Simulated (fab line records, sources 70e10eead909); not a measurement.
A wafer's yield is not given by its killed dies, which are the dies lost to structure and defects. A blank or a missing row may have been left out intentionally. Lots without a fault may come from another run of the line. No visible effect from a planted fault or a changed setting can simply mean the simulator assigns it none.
fab line records    flow nand-harc
record: lots: 5  wafers: 15  last-day: 24
route steps=1159 shown P_GATE@155 END@1159
lots that met no fault: taken from a fault-free run of the same line
start-h: the number of hours between the record's first day and the start of the first shown wafer of the lot    wait-h: hours since the lot's step before    " the same as in the row above    L1.1+2: a single row standing in for several wafers    - no value, or no start was given    * or withheld: withheld    < > ~ a bound
route shown NAME@n: NAME is a module with steps in the file, n the number in the route of the first one    usual: mean and standard deviation over wafers with no fault    same: alike in all rows    chamber/n: place in a boat    sites: each site's reading    _std_site: how widely they spread, as a standard deviation    _edge_site: mean of outer sites minus mean of inner sites    radius-mm: how far each site lies from the wafer's centre    mask NAME#n: copy n    behind: tool/chamber where the wafer was last shaped    hold: why the lot was held/for how many hours/how that ended    device: names the non-switching transistor (n, p or np)    end of line: tests run on the same wafers once the route is complete    for a step that has no rows: nothing shown but its recipe    killed: dies that structure and defects cost at the first sort, which is not the same as the wafer's yield    map: shows each die of a wafer: x if killed, . if not, _ if none is there
set.NAME: the run value of the setting; set.NAME@STEP: its run value at that earlier step    model.NAME: the simulator's own value behind a step, which no gauge read
certain route steps with their lots: each step a table, each wafer a row
services: when a tool's chamber went out of use (start-h, in hours from the record's first day, below 0 if earlier), for how many hours, and the reason
== steps ==
step: NHARC_P_GATE_ALD_36
recipe: target-thk-a: 200  pulse-time-s: 60  ald-cycles: 223  temp-c: 400  material: SiNx
usual: heater-power-w: 830/83  precursor-pulse-height-rel: 1.003/0.02  susceptor-temp-C: 399.99/0.21
lot.wafer  tool        chamber  start-h  wait-h  heater-power-w  precursor-pulse-height-rel  susceptor-temp-C
L809.4     ald-sin-02  2        92.56    -       831             1.019                       399.94
L809.6     "           1        95.81    -       739             1.013                       400.30
L809.5     "           2        96.89    -       822             1.030                       399.81
L810.1     ald-sin-04  1        100.16   -       757             1.008                       400.16
L810.4     "           2        101.22   -       745             1.004                       399.90
L810.6     "           0        103.34   -       969             0.982                       400.55
L826.2     ald-sin-02  1        197.88   -       731             1.021                       399.84
L826.5     "           2        198.93   -       814             1.014                       399.80
L826.6     "           3        199.98   -       805             0.999                       400.13
L830.2     ald-sin-03  2        216.09   -       842             0.995                       400.07
L830.4     "           3        217.14   -       802             1.016                       399.82
L830.1     "           0        218.20   -       918             0.995                       399.99
L831.2     ald-sin-02  2        224.46   -       808             1.015                       -
L831.4     "           3        225.50   -       794             1.006                       -
L831.3     "           1        227.58   -       752             1.030                       -
step: NHARC_P_GATE_ETCHBACK_37
recipe: target-depth-a: 345  time-s: 17.2  chf3-flow-sccm: 50  o2-flow-sccm: 10  ar-flow-sccm: 200  rf-w: 500  bias-w: 200  chemistry: CHF3/O2
usual: drypump-motor-current-A: 5.6/0.57  oes-product-au: 0.96/0.036  rf-vpp-V: 370.8/1.9  showerhead-plenum-p-Torr: 2.41/0.074  throttle-valve-pct: 20.573/0.0091
lot.wafer  tool         chamber  start-h  wait-h  drypump-motor-current-A  oes-product-au  rf-hours-counter-h  rf-vpp-V  showerhead-plenum-p-Torr  throttle-valve-pct
L809.4     rie-diel-03  3        -        -       6.7                      1.01            19                  369.9     2.40                      20.564
L809.6     "            2        "        "       5.6                      1.00            -                   373.9     2.55                      20.572
L809.5     "            3        "        "       6.7                      1.01            -                   370.2     2.40                      20.588
L810.4     rie-diel-03  0        -        -       5.6                      0.99            23                  372.8     2.52                      20.571
L810.1     "            1        "        "       4.9                      1.00            25                  372.0     2.50                      20.589
L810.6     "            0        "        "       5.6                      0.99            -                   375.0     2.52                      20.579
L826.2     rie-diel-11  1        -        -       6.4                      1.00            1                   371.6     2.48                      20.575
L826.6     "            0        "        "       6.1                      0.99            -                   371.3     2.37                      20.561
L826.5     "            1        "        "       6.4                      0.99            -                   372.6     2.48                      20.575
L830.4     rie-diel-02  0        -        -       4.7                      0.93            14                  372.2     2.48                      20.589
L830.2     "            1        "        "       5.4                      0.93            14                  371.6     2.38                      20.583
L830.1     "            2        "        "       5.4                      0.92            12                  371.5     2.38                      20.568
L831.2     rie-diel-03  1        -        -       4.9                      1.00            5                   371.8     2.48                      20.579
L831.4     "            2        "        "       5.7                      1.00            4                   373.8     2.54                      20.569
L831.3     "            3        "        "       6.7                      1.01            3                   369.3     2.38                      20.586
step: NHARC_P_GATE_STRIP_101
recipe: time-s: 20  o2-flow-sccm: 500  ar-flow-sccm: 0  bias-w: 0  chemistry: O2
usual: drypump-motor-current-A: 5.6/0.55  oes-product-au: 1.000/0.0083  rf-vpp-V: 57.9/0.91  showerhead-plenum-p-Torr: 3.53/0.11  throttle-valve-pct: 17.037/0.0096
lot.wafer  tool         chamber  start-h  wait-h  drypump-motor-current-A  oes-product-au  rf-hours-counter-h  rf-vpp-V  showerhead-plenum-p-Torr  throttle-valve-pct
L809.4     rie-diel-03  0        101.24   0.1     5.6                      1.010           21                  59.7      3.70                      17.034
L809.6     "            2        "        "       5.7                      0.991           -                   59.7      3.74                      17.029
L809.5     "            3        "        "       6.8                      1.010           -                   58.2      3.52                      17.049
L810.1     rie-diel-03  2        107.67   0.1     5.7                      0.998           23                  58.3      3.74                      17.043
L810.4     "            3        "        "       6.8                      1.011           21                  57.3      3.52                      17.034
L810.6     "            3        "        "       6.8                      1.020           -                   58.6      3.52                      17.036
L826.2     rie-diel-11  1        204.39   0.1     6.4                      1.001           1                   58.0      3.64                      17.056
L826.5     "            2        "        "       5.6                      1.001           -                   58.1      3.35                      17.019
L826.6     "            3        "        "       5.4                      0.991           -                   57.6      3.42                      17.021
L830.4     rie-diel-02  2        225.77   0.2     5.4                      1.008           12                  58.1      3.49                      17.034
L830.2     "            3        "        "       5.7                      0.992           13                  57.6      3.43                      17.028
L830.1     "            1        "        "       5.3                      1.014           14                  57.7      3.49                      17.035
L831.3     rie-diel-03  3        233.96   0.1     6.8                      1.007           3                   58.1      3.50                      17.020
L831.2     "            0        "        "       5.6                      1.018           3                   60.5      3.68                      17.026
L831.4     "            1        "        "       4.9                      0.987           5                   58.2      3.64                      17.031
step: NHARC_P_GATE_PRECLEAN_97
recipe: time-s: 600  temp-c: 120  chemistry: SPM
step: NHARC_P_GATE_SRD_98
step: NHARC_P_GATE_PRECLEAN_99
recipe: time-s: *  temp-c: 50  bath-age-min: 0  chemistry: SC1
step: NHARC_P_GATE_SRD_100
step: NHARC_P_GATE_DEHYDRATE_38
recipe: temp-c: 150  time-s: 120
step: NHARC_P_GATE_HMDS_39
recipe: time-s: 30
step: NHARC_P_GATE_COAT_40
recipe: spin-rpm: 3000
step: NHARC_P_GATE_SOFTBAKE_41
recipe: temp-c: 122  time-s: 95
step: NHARC_P_GATE_EBR_42
step: NHARC_P_GATE_EXPOSE_43
recipe: na: 0.6  target-cd-nm: 720  dose-mj: 14.81  mask-id: P_NSD
same: na: 0.6
lot.wafer   tool            chamber  start-h  wait-h  mask
L809.4+5+6  krf-scanner-01  0        101.90   -       P_NSD#0
L810.1+4+6  krf-scanner-03  0        108.44   -       P_NSD_R1#0
L826.2+5+6  krf-scanner-02  0        205.16   -       P_NSD#0
L830.1+2+4  krf-scanner-02  0        226.54   -       P_NSD#0
L831.2+3+4  krf-scanner-03  0        234.73   -       P_NSD#0
step: NHARC_P_GATE_PEB_44
recipe: peb-temp-c: 118  peb-time-s: 85
step: NHARC_P_GATE_DEVELOP_45
recipe: time-s: 70
step: NHARC_P_GATE_CD_MEAS_46
recipe: target-cd-nm: 720  landing-energy-ev: 500
usual: cd-nm: 719.4/1.6
lot.wafer  tool       chamber  start-h  wait-h  cd-nm
L809.4     cd-sem-01  0        102.05   -       719.3
L809.5     "          0        "        "       721.1
L809.6     "          0        "        "       719.3
L810.1     cd-sem-03  0        108.59   -       596.2
L810.4     "          0        "        "       594.1
L810.6     "          0        "        "       594.8
L826.2     cd-sem-02  0        205.31   -       718.7
L826.5     "          0        "        "       720.7
L826.6     "          0        "        "       722.0
L830.1     cd-sem-01  0        226.69   -       715.4
L830.2     "          0        "        "       717.1
L830.4     "          0        "        "       718.7
L831.2     cd-sem-02  0        234.88   -       720.1
L831.3     "          0        "        "       720.5
L831.4     "          0        "        "       719.8
step: NHARC_P_GATE_HARDBAKE_47
recipe: temp-c: 125  time-s: 80
step: NHARC_P_GATE_DESCUM_48
recipe: time-s: 3  o2-flow-sccm: 200  ar-flow-sccm: 0  bias-power-w: 0  chemistry: O2
usual: drypump-motor-current-A: 5.6/0.56  oes-product-au: 0.999/0.0087  rf-vpp-V: 57.8/0.86  showerhead-plenum-p-Torr: 1.93/0.065  throttle-valve-pct: 11.310/0.0092
same: bias-power-w: 0
lot.wafer  tool         chamber  start-h  wait-h  drypump-motor-current-A  oes-product-au  rf-hours-counter-h  rf-vpp-V  showerhead-plenum-p-Torr  throttle-valve-pct  model.P_GATE.cd-nm
L809.4     rie-diel-03  2        102.21   -       5.6                      1.002           21                  57.2      2.04                      11.318              719.1
L809.5     "            1        "        "       4.9                      1.010           -                   58.8      1.99                      11.313              720.9
L809.6     "            2        "        "       5.6                      0.992           -                   58.1      2.04                      11.304              719.1
L810.1     rie-diel-02  3        108.75   -       5.7                      1.006           24                  58.9      1.86                      11.322              594.8
L810.6     "            3        "        "       5.7                      0.999           -                   57.8      1.86                      11.299              593.9
L810.4     "            1        "        "       5.3                      0.999           -                   57.7      1.90                      11.306              593.2
L826.2     rie-diel-03  0        205.49   -       5.6                      0.999           53                  57.3      2.01                      11.323              718.8
L826.6     "            2        "        "       5.6                      1.001           -                   58.4      2.03                      11.297              721.6
L826.5     "            3        "        "       6.8                      1.017           -                   57.7      1.90                      11.302              721.1
L830.1     rie-diel-11  2        226.88   -       5.6                      1.003           9                   57.4      1.81                      11.302              715.2
L830.4     "            3        "        "       5.4                      0.988           8                   58.4      1.85                      11.305              718.7
L830.2     "            0        "        "       6.2                      0.988           8                   58.3      1.89                      11.294              718
L831.3     rie-diel-02  2        235.04   -       5.4                      1.002           13                  58.6      1.89                      11.298              720.4
L831.2     "            3        "        "       5.7                      0.993           14                  59.0      1.85                      11.316              720
L831.4     "            0        "        "       4.7                      1.004           15                  57.2      1.98                      11.315              719.9
step: NHARC_P_GATE_IMPLANT_49
recipe: energy-kev: 30  dose-cm2: 3e+15  tilt-deg: 7
step: NHARC_END_SORT_01
recipe: temp-c: 25
usual: killed-at-array: 26/10  killed-at-other: 0.5/0.87  killed-at-periphery: 3.0/2.5  killed-dies: 29/11  killed-open: 3.3/1.9  killed-short: 1.8/1.5
same: gross-dies: 677
lot.wafer  tool       chamber  start-h  wait-h  killed-at-array  killed-at-other  killed-at-periphery  killed-dies  killed-open  killed-short
L810.1     prober-01  0        460.34   2.5     31               0                291                  322          4            1
L810.4     prober-01  0        462.74   3.4     26               0                280                  306          3            1
L810.6     prober-01  0        464.33   4.0     36               0                304                  340          7            2
killed by level:class
L810.1 P_GATE:area-expose=287 A_CHANNEL_HOLE_D1:chamber-film-flake=13 A_SLIT:chamber-film-flake=11 A_CONTACT:chamber-film-flake=2 P_GATE:geometric-particle:open=1 P_CONTACT:geometric-particle:open=1 P_M2:geometric-particle:open=1 A_CHANNEL_HOLE_D1:geometric-particle:short=1
L810.4 P_GATE:area-expose=279 A_CHANNEL_HOLE_D1:chamber-film-flake=13 A_SLIT:chamber-film-flake=6 A_CONTACT:geometric-particle:open=2 A_WL_FILL:chamber-film-flake=1 A_WL_FILL:geometric-particle:short=1 A_BLC:geometric-particle:open=1 P_ZERO_WELL:chamber-film-flake=1
L810.6 P_GATE:area-expose=298 A_CHANNEL_HOLE_D1:chamber-film-flake=17 A_SLIT:chamber-film-flake=9 A_ZERO_WELL:chamber-film-flake=4 P_GATE:geometric-particle:open=2 A_CONTACT:chamber-film-flake=2 P_STI:geometric-particle:open=1 P_CONTACT:geometric-particle:open=1
map L810.6 (x killed, . not)
____________x____________
_________xxxxxxx_________
_______xxxxxxxxxxx_______
______xxxxxxxx.xxxx______
_____.xxxx.xxxxxxx.x_____
____xxxxxxxx.xxxxxxxx____
____xxxxxxxxxxx....xx____
___xxxxxxxxxx.xxxxxxxx___
___xxxxx.xx.xx.xx..x.x___
__xxxxx.xxx.....xxxxxxx__
__xxxxx..xxxx....x..x..__
_xxxxxxx..x..x.x.x.xx..x_
_xxxxxx.x.x.xxxx.xxx..xx_
_xx...x...x.......xx.xxx_
_xxx..xx.xx.x..x.x..x.xx_
_xxxxxx...x.xx..xxxx..xx_
xxxxxx.xx...x.....x.xxxx.
xxx.x.x.x.....xxx..x.x..x
xx.xxx...xx....x........x
xx.xxx..x..........x.....
.xxx..x.x......x....x.x.x
_.....x..x.....x.....x.._
_x.xxxx......x.x.x...x.._
_xxxx.xxxx...xxx..x..x.._
_xxxxx.......x....x...x._
_x.x...xxx......xx.x.x.._
__xxxx........xx....x..__
__xxx........xx.....xx.__
___.x.x....x..xx..x..x___
___x.xxx.x.x..xx...x..___
____x.....x..........____
____xxx..x...x.......____
_____x...x......x.xx_____
______....x.xx.....______
_______..........._______
_________x.xx..._________
____________x____________
map L831.3 (x killed, . not)
____________.____________
_________......._________
_______.....x....._______
______.............______
_____..............._____
____.................____
____.................____
___.................x.___
___................x..___
__.....x..............x__
__......x..............__
_..x.x.x................_
_..x.x...............x.._
_.xxxxxx................_
_..x.x.................._
_.xxxxx.x..............._
............x.......x....
...xx....................
......................x..
.........x.......x.......
.....xx.x...x.x..........
_.x....................._
_......................._
_......................._
_...x..................._
_......................._
__...........x.........__
__.................x...__
___...................___
___.x.................___
____...............x.____
____.................____
_____..............._____
______.............______
_______..........._______
_________......._________
____________.____________
== services ==
tool            chamber  start-h  hours  kind
ald-sin-03      1        71.76    3.0    repair
ald-sin-03      2        72.24    5.6    repair
rie-diel-02     3        77.09    5.6    repair
krf-scanner-01  -        84.00    4.0    pm
rie-diel-11     0        85.66    21.6   repair
rie-diel-11     3        86.57    2.1    repair
rie-diel-02     2        95.94    13.9   repair
rie-diel-03     2        125.38   6.1    repair
rie-diel-03     -        129.29   0.2    repair
rie-diel-03     0        140.09   5.1    repair
rie-diel-02     3        144.75   8.2    repair
krf-scanner-01  -        147.75   7.0    repair
rie-diel-02     -        150.70   9.0    pm
ald-sin-04      1        165.73   15.3   repair
krf-scanner-03  -        168.00   4.0    pm
ald-sin-04      -        169.21   2.3    repair
krf-scanner-02  -        171.90   2.2    repair
rie-diel-03     2        175.48   10.4   repair
krf-scanner-02  -        184.10   0.7    repair
rie-diel-02     3        184.48   4.1    repair
rie-diel-02     2        186.18   7.2    repair
rie-diel-11     -        189.50   9.0    pm
krf-scanner-02  -        210.00   4.0    pm
rie-diel-03     -        215.46   9.0    pm
== key ==
first-sign: step: NHARC_P_GATE_EXPOSE_43  reading: mask  direction: changed
effect: step: NHARC_P_GATE_CD_MEAS_46  reading: cd-nm  direction: down  sigmas: 79  usual: 719.4  struck: 595.0
effect: step: NHARC_END_SORT_01  reading: killed-at-periphery  direction: up  sigmas: 99+  usual: 3.0  struck: 291.7
model-effect: step: NHARC_P_GATE_DESCUM_48  value: P_GATE.cd-nm  without: 716.7  struck: 594
more-kills-born-at: NHARC_P_GATE_EXPOSE_43@krf-scanner-03: 864
met-at NHARC_P_GATE_EXPOSE_43
struck-wafers L810.1,L810.4,L810.6
tester-left-out L810
fault: kind: wrong-mask  tool: any  chamber: -  onset-h: 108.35  steps: NHARC_P_GATE_EXPOSE_43  aux-copy: P_NSD_R1#0  cd-offset-nm: -122.75  scope: struck-lots-only
tester-left-out: of these lots the tester's yield and bins aren't shown, on N5 and GAA mostly nor the transistor test; their killed dies are dies lost to structure and defects alone, not to doping, threshold or leakage, so they don't give the yield
